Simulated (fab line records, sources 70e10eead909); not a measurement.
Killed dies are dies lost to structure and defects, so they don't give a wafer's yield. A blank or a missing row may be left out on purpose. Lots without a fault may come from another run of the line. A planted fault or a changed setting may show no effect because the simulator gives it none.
Which tool did it? | flow nand_harc | 7 lots, 21 wafers sampled, at 5 steps of a route of 1159

WHAT THE GAUGES READ, wafer by wafer
NHARC_P_M1_THK_MEAS_24: measures by xrf.
lot  | measured     | on            | thk_nm (nm)
L201 | day 6 13:40  | film_metro-02 | 157.1 155.1 158.5
L205 | day 7 07:18  | film_metro-02 | 158.0 157.4 157.1
L207 | day 7 22:07  | film_metro-01 | 30.2 30.0 29.4
L217 | day 10 03:07 | film_metro-01 | 157.9 157.5 156.9
L219 | day 10 13:32 | film_metro-01 | 155.5 157.7 157.2
L221 | day 11 09:29 | film_metro-01 | 158.3 157.2 158.8
L222 | day 11 11:02 | film_metro-02 | 158.8 159.6 159.8

WHICH TOOL RAN EACH LOT (tool, then ch and the chambers of the sampled wafers, then the start)
lot  | NHARC_P_M1_ETCH_15                            | NHARC_P_M1_STRIP_18                | NHARC_P_M1_ECD_22              | NHARC_P_M1_CMP_23
L201 | rie_diel-12 ch 0,2, day 6 11:09               | rie_diel-12 ch 0,2, day 6 11:25    | ecd_cu-01 ch 0,1, day 6 12:36  | cmp-03 ch 0,2,3, day 6 13:22
L205 | rie_diel-10 ch 1,2,3, day 7 05:12 or earlier  | rie_diel-12 ch 0,1,2, day 7 05:12  | ecd_cu-02 ch 0,1, day 7 06:16  | cmp-04 ch 0,2,3, day 7 06:59
L207 | rie_diel-03 ch 0,1, day 7 19:50               | rie_diel-12 ch 0,1,2, day 7 20:05  | ecd_cu-02 ch 0,1, day 7 21:08  | cmp-01 ch 1,2,3, day 7 21:49
L217 | rie_diel-10 ch 1,2, day 10 01:05 or earlier   | rie_diel-12 ch 0,2,3, day 10 01:05 | ecd_cu-02 ch 0,1, day 10 02:02 | cmp-01 ch 1,2,3, day 10 02:53
L219 | rie_diel-03 ch 0,1,2, day 10 11:19 or earlier | rie_diel-10 ch 0,1,2, day 10 11:19 | ecd_cu-01 ch 0,1, day 10 12:20 | cmp-03 ch 1,2,3, day 10 13:13
L221 | rie_diel-12 ch 0,1,3, day 11 07:26 or earlier | rie_diel-03 ch 1,2,3, day 11 07:26 | ecd_cu-02 ch 0,1, day 11 08:27 | cmp-04 ch 0,2,3, day 11 09:11
L222 | rie_diel-03 ch 1,2, day 11 09:01 or earlier   | rie_diel-12 ch 0,1, day 11 09:01   | ecd_cu-01 ch 0,1, day 11 10:03 | cmp-04 ch 0,1,2, day 11 10:47
- NHARC_P_M1_ETCH_15: etches the open film in C4F8/Ar, target depth 182.5 nm, time 91.2 s.
- NHARC_P_M1_STRIP_18: strips in N2/H2.
- NHARC_P_M1_ECD_22: material Cu, target thk 400 nm.
- NHARC_P_M1_CMP_23: polishes, t overpolish 20 s, target thk 157.82 nm.

THE ANSWER, worked out from the rows above alone
Rule: what is usual is taken from the lots themselves. Put in order of their means at a reading, lots are off if they are a third of the lots or fewer, leave a main group of 4 or more, and stand apart from it by a gap of 3 or more times the standard deviation of the main group's means; of several such gaps the widest counts. A main group whose means are all the same, to the digits that the tables above print for the reading, isn't used. A lot without any number at a reading at which 4 lots or more have one is off too. The other lots that the step has rows for count as sound.
Off: L207, at NHARC_P_M1_THK_MEAS_24 (thk_nm). The main group: mean 157.7 nm, standard deviation 0.88.
A tool fits if, at a process step before that reading, it ran every lot that is off, and no sound lot after the first of them. The gauges at NHARC_P_M1_THK_MEAS_24 are tried like those tools. NHARC_P_M1_ETCH_15 gives no start for some lots, so the hours and the order of its lots are those of NHARC_P_M1_STRIP_18. None of those tried fits.

WHAT THE SIMULATOR HAD PUT IN
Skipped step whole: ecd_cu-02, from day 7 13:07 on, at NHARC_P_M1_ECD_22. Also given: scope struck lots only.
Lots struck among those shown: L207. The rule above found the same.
